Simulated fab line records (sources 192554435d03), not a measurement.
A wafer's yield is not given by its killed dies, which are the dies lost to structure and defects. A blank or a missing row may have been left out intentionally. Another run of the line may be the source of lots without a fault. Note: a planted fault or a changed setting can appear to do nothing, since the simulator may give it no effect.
Struck lot and sound lot, side by side ; flow n5Finfet ; 29 out of 1938 route steps
Sound: wafers L386.1, L386.3, L386.4. Wafers struck: L381.1, L381.4, L381.5. The cause is named last.
Per side, at each step with rows, come the tool, then ch with its chambers, and then its first start. Under that, the readings that differ: sound wafers ; struck wafers ; difference of the means ; sigmas: that difference in standard deviations of wafers without a fault.
alike: same words and numbers on both sides, and readings whose means sit less than 2 such deviations apart. not compared: any withheld reading, any reading some wafer has no value for, any bound like >300 that may hide the same value, and any number with overlapping values for which the record gives no deviation.
Wherever a step has rows on one side only, a row that says differs or no value, or a row with sigmas, the two part there. Non-overlapping numbers with no deviation appear without sigmas and do not part them. A reading missing from all wafers of one side parts the sides only when that side holds two or more wafers.

first, 3 steps without rows for these wafers: N5_BEOL_M0_SAQP_EXPOSE_11 (exposes mask M0 CORE, target cd 42 nm); N5_BEOL_M0_SAQP_PEB_12 (peb time 60 s); N5_BEOL_M0_SAQP_DEVELOP_13 (develop time 30 s).
N5_BEOL_M0_SAQP_CD_MEAS_14: target cd 42.5 nm.
  sound on cdSem-03 ch 0, day 9 18:27; struck on cdSem-01 ch 0, day 8 15:59
reading;sound;struck;difference;sigmas
cdNm (nm);42.1 42.0 42.5;42.7 43.1 43.0;+0.7;+2
N5_BEOL_M0_SAQP_OVL_MEAS_15:
  sound on overlay-02 ch 0, day 9 18:29; struck on overlay-01 ch 0, day 8 16:01
  alike: M0_CORE_OVL
N5_BEOL_M0_SAQP_INSPECT_16: inspects for defects (brightfield).
  sound on defectInspect-01 at day 9 18:30; struck on defectInspect-02 at day 8 16:02
  alike: rawDefectCount
then, 6 steps without rows for these wafers: N5_BEOL_M0_SAQP_DESCUM_19 (chemistry O2, time 7.9 s); N5_BEOL_M0_SAQP_ETCH_83 (etches SiARC in CF4, target depth 39 nm, time 65 s); N5_BEOL_M0_SAQP_ETCH_84 (etches SOC in N2/H2, target depth 100 nm, overetch 20 nm, time 150 s); N5_BEOL_M0_SAQP_STRIP_80 (strips in N2/H2); N5_BEOL_M0_SAQP_HM_OPEN_112 (chemistry CHF3/O2, target SiO2, stops on a-Si, target depth 12 nm, time 13.5 s); N5_BEOL_M0_SAQP_STRIP_113 (strips in CHF3/O2).
N5_BEOL_M0_SAQP_MANDREL_ETCH_20: etches a-Si in HBr/Cl2, stops on SiNx, target depth 60 nm, bt time 10 s, time 30 s.
  sound on rieSi-03 ch 0,1,3, day 9 18:49; struck on rieSi-02 ch 0,2, day 8 16:21
  no value came back on the struck wafers for any of 6 readings (HBr_flow_sccm (sccm), biasW (W) and others); on the sound wafers HBr_flow_sccm (sccm) reads 149.1 149.7 149.8
reading;sound;struck;difference;sigmas
model.SOC_of_BEOL_M0_SAQP_COAT_81.thkNm (nm);76.8 76.8 76.4;99.8 100 100;+23.3;
model.SiNx_of_BEOL_M0_SAQP_PECVD_97.thkNm (nm);18.4 18.2 18.6;23.2 23.6 23.2;+4.9;
then, 4 steps without rows for these wafers: N5_BEOL_M0_SAQP_STRIP_86 (strips in N2/H2); N5_BEOL_M0_SAQP_STRIP_115 (strips in post etch residue remover, time 60 s); N5_BEOL_M0_SAQP_SRD_93 (time 30 s); N5_BEOL_M0_SAQP_RECESS_114 (chemistry HF/NH3, target SiO2, target depth 14.4 nm, afs cycles 3, sublimation time 60 s).
N5_BEOL_M0_SAQP_SPACER1_ALD_98: deposits SiO2, target thk 12.8 nm, pulse time 1 s, purge time 2 s.
  sound on aldSin-03 ch 0,1,3, day 9 21:03; struck on aldSin-02 ch 2,3, day 8 16:58
  alike: heaterPowerW, precursorPulseHeightRel
N5_BEOL_M0_SAQP_SPACER1_ETCHBACK_99: etches SiO2 in CHF3/O2, target depth 15.4 nm, time 7.7 s.
  sound on rieDiel-04 ch 0,2,3, day 9 21:51; struck on rieDiel-02 ch 0,1, day 8 17:26
reading;sound;struck;difference;sigmas
oesProductAu (a.u.);0.72 0.97 0.69;0.28 0.28 0.28;-0.51;-5
  alike: CHF3_flow_sccm, O2_flow_sccm, drypumpMotorCurrentA, rfVppV, showerheadPlenumPTorr, throttleValvePct
  not compared: rfHoursCounterH
N5_BEOL_M0_SAQP_MANDREL1_REMOVE_100: chemistry HBr/Cl2/O2, target a-Si, stops on SiNx, bt time 10 s.
  sound on rieSi-03 ch 0,2,3, day 9 21:56; struck on rieSi-04 ch 0,1, day 8 17:31
  alike: O2_flow_sccm, drypumpMotorCurrentA, oesProductAu, throttleValvePct
  not compared: rfHoursCounterH
N5_BEOL_M0_SAQP_CD_MEAS_25: target cd 13.1 nm.
  sound on cdSem-03 ch 0, day 9 22:03; struck on cdSem-02 ch 0, day 8 17:38
reading;sound;struck;difference;sigmas
cdNm (nm);12.90 12.93 12.74;- - -;no value on the struck wafers;
then, 2 steps without rows for these wafers: N5_BEOL_M0_SAQP_ETCH_101 (etches SiNx in CH3F/O2, target depth 29.9 nm, time 42.7 s); N5_BEOL_M0_SAQP_ETCH_102 (etches SiO2 in CF4, target depth 4 nm, time 4.4 s).
N5_BEOL_M0_SAQP_MANDREL_ETCH_103: etches a-Si in HBr/Cl2, stops on SiCN, target depth 45 nm, bt time 10 s, time 27 s.
  sound on rieSi-04 ch 0,2,3, day 9 22:13; struck on rieSi-04 ch 0,1,2, day 8 17:49
  alike: HBr_flow_sccm, biasW, drypumpMotorCurrentA, oesProductAu, throttleValvePct
  not compared: rfHoursCounterH
N5_BEOL_M0_SAQP_RECESS_104: chemistry HF/NH3, target SiO2, target depth 18 nm, afs cycles 3, sublimation time 60 s.
  sound on vaporEtch-02 ch 0,1, day 9 22:18; struck on vaporEtch-02 ch 0,1, day 8 17:53
  alike: drypumpMotorCurrentA
then, 1 step without rows for these wafers: N5_BEOL_M0_SAQP_COAT_105 (time 60 s, resist thk 100 nm).
N5_BEOL_M0_SAQP_ETCH_106: etches SOC in N2/H2, stops on SiNx, target depth 150 nm.
  sound on rieDiel-04 ch 0,2,3, day 9 22:45; struck on rieDiel-03 ch 0,2,3, day 8 18:20
reading;sound;struck;difference;sigmas
model.SiNx_of_BEOL_M0_SAQP_PECVD_97.thkNm (nm);15.4 15.2 15.6;20.2 20.6 20.2;+4.9;
  alike: biasW, chamberPressureMTorr, drypumpMotorCurrentA, oesProductAu, rfVppV, showerheadPlenumPTorr, throttleValvePct
  not compared: rfHoursCounterH
N5_BEOL_M0_SAQP_ETCH_107: etches SiNx in CH3F/O2, target depth 30 nm.
  sound on rieDiel-04 ch 0,2,3, day 9 22:49; struck on rieDiel-03 ch 0,2,3, day 8 18:24
  alike: CH3F_flow_sccm, O2_flow_sccm, drypumpMotorCurrentA, oesProductAu, rfVppV, showerheadPlenumPTorr, throttleValvePct
  not compared: rfHoursCounterH
N5_BEOL_M4_RC_MEAS_101:
  the record has rows for the sound wafers here (prober-01 ch 0, day 12 14:57) and none for the struck ones

## WHERE THEY PART
Last at N5_BEOL_M4_RC_MEAS_101 as far as this record goes, first at N5_BEOL_M0_SAQP_CD_MEAS_14.

WHY: what had been put in by the simulator
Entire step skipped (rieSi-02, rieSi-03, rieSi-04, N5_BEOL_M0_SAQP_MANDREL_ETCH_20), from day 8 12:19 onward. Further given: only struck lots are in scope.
